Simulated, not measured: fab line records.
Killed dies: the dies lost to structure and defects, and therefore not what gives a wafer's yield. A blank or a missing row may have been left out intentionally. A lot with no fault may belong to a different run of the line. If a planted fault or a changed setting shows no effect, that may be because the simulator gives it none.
Comparing a struck lot with a sound one :: flow n5-finfet :: 40 out of 1938 route steps
Sound: these wafers, L358.1, L358.3, L358.5. Wafers struck: L355.1, L355.5, L355.6. Last of all comes the cause.
Order at every step that has rows: each side's tool, ch and its chambers, its first start. Under that, the readings that differ: sound wafers :: struck wafers :: difference of the means :: sigmas: that difference in standard deviations of wafers without a fault.
alike: readings with means less than 2 such deviations apart, plus words and numbers identical on both sides. not compared: withheld readings, readings lacking a value on some wafer, bounds such as >300 that could conceal the same value, and numbers that have no deviation in the record and whose values overlap.
A row with sigmas, a row that says differs or no value, or rows on one side alone: a step with any of these is where the two part. When numbers do not overlap yet have no deviation, they are printed without sigmas and do not part them. A reading missing from all wafers of one side parts the sides only when that side holds two or more wafers.

first, 10 steps without rows for these wafers: N5_FIN_SAQP_PRECLEAN_42 (cleans in O3/DIW, time 60 s); N5_FIN_SAQP_PRECLEAN_00 (cleans in SC1, time 60 s); N5_FIN_SAQP_PRECLEAN_44 (cleans in SC2, time 45 s); N5_FIN_SAQP_SRD_01 (time 30 s); N5_FIN_SAQP_ALD_61 (deposits SiO2, target thk 4 nm, pulse time 1 s, purge time 2 s); N5_FIN_SAQP_DENSIFY_62 (time 60 s); N5_FIN_SAQP_HM_DEP_03 (deposits SiNx from SiH4/NH3/N2, target thk 38 nm, time 33.6 s); N5_FIN_SAQP_PECVD_47 (deposits a-Si from SiH4/He, target thk 45 nm, time 36.3 s); N5_FIN_SAQP_PECVD_48 (deposits SiNx from SiH4/NH3/N2, target thk 25 nm, time 22.1 s); N5_FIN_SAQP_PECVD_06 (deposits a-Si from SiH4/He, target thk 60 nm, time 48.1 s).
N5_FIN_SAQP_HM_DEP_72: deposits SiO2 from SiH4/N2O, target thk 12 nm, time 7.2 s.
  sound on pecvd-03 ch 0,1,2, day 7 10:10; struck on pecvd-01 ch 0,1,2, day 6 15:13
  alike: heater-power-w, rf-fwd-power-W, showerhead-plenum-p-Torr
then, 8 steps without rows for these wafers: N5_FIN_SAQP_COAT_49 (time 60 s, resist thk 100 nm); N5_FIN_SAQP_COAT_50 (time 60 s, resist thk 35 nm); N5_FIN_SAQP_COAT_10 (resist thk 90 nm); N5_FIN_SAQP_EBR_12; N5_FIN_SAQP_SOFTBAKE_11 (time 60 s); N5_FIN_SAQP_EXPOSE_13 (exposes mask FIN CORE, target cd 35.6 nm); N5_FIN_SAQP_PEB_14 (peb time 60 s); N5_FIN_SAQP_DEVELOP_15 (develop time 30 s).
N5_FIN_SAQP_INSPECT_18: inspects for defects (brightfield).
  sound on defect-inspect-02 at day 7 10:40; struck on defect-inspect-02 at day 6 15:36
reading: raw-defect-count
sound: 417 444 320
struck: 718 997 985
difference: +506
sigmas: +5
then, 17 steps without rows for these wafers: N5_FIN_SAQP_DESCUM_21 (chemistry O2, time 7.9 s); N5_FIN_SAQP_ETCH_51 (etches SiARC in CF4, target depth 45.5 nm, time 75.8 s); N5_FIN_SAQP_ETCH_52 (etches SOC in N2/H2, target depth 100 nm, overetch 20 nm, time 150 s); N5_FIN_SAQP_STRIP_53 (strips in N2/H2); N5_FIN_SAQP_HM_OPEN_73 (chemistry CHF3/O2, target SiO2, stops on a-Si, target depth 12 nm, time 16.8 s); N5_FIN_SAQP_STRIP_74 (strips in CHF3/O2); N5_FIN_SAQP_MANDREL_ETCH_22 (etches a-Si in HBr/Cl2, stops on SiNx, target depth 60 nm, bt time 10 s, time 30 s); N5_FIN_SAQP_STRIP_55 (strips in N2/H2); N5_FIN_SAQP_STRIP_23 (strips in SPM, time 750 s); N5_FIN_SAQP_SRD_66 (time 30 s); N5_FIN_SAQP_RECESS_75 (chemistry HF/NH3, target SiO2, target depth 14.4 nm, afs cycles 3, sublimation time 60 s); N5_FIN_SAQP_SPACER1_ALD_24 (deposits SiO2, target thk 20.3 nm, pulse time 1 s, purge time 2 s); N5_FIN_SAQP_SPACER1_ETCHBACK_25 (etches SiO2 in CHF3/O2, target depth 24.4 nm, time 12.2 s); N5_FIN_SAQP_MANDREL1_REMOVE_56 (chemistry HBr/Cl2/O2, target a-Si, stops on SiNx, bt time 10 s); N5_FIN_SAQP_ETCH_57 (etches SiNx in CH3F/O2, target depth 32.5 nm, time 46.4 s); N5_FIN_SAQP_ETCH_65 (etches SiO2 in CF4, target depth 4 nm, time 4.4 s); N5_FIN_SAQP_MANDREL_ETCH_58 (etches a-Si in HBr/Cl2, stops on SiNx, target depth 45 nm, bt time 10 s, time 27 s).
N5_FIN_SAQP_INSPECT_40: inspects for defects (brightfield).
  sound on defect-inspect-02 at day 7 17:12; struck on defect-inspect-02 at day 6 22:01
reading: raw-defect-count
sound: 260 240 204
struck: 651 682 716
difference: +448
sigmas: +7
N5_FIN_CUT_INSPECT_10: inspects for defects (brightfield).
  sound on defect-inspect-02 at day 7 17:35; struck on defect-inspect-02 at day 6 22:25
reading: raw-defect-count
sound: 45 50 33
struck: 514 529 502
difference: +472
sigmas: +48
-- here the record skips 11 days between the struck wafers' starts before and after, leaving off in module FIN_CUT and picking up in module PASSIVATION (first step shown: number 1936 of the route) --
N5_PASSIVATION_PROBE_49:
  the record has rows for the struck wafers here (prober-02, day 18 05:07) and none for the sound ones

== WHERE THEY PART ==
Last at N5_PASSIVATION_PROBE_49 as far as this record goes, first at N5_FIN_SAQP_INSPECT_18.

WHY: what the simulator had put in
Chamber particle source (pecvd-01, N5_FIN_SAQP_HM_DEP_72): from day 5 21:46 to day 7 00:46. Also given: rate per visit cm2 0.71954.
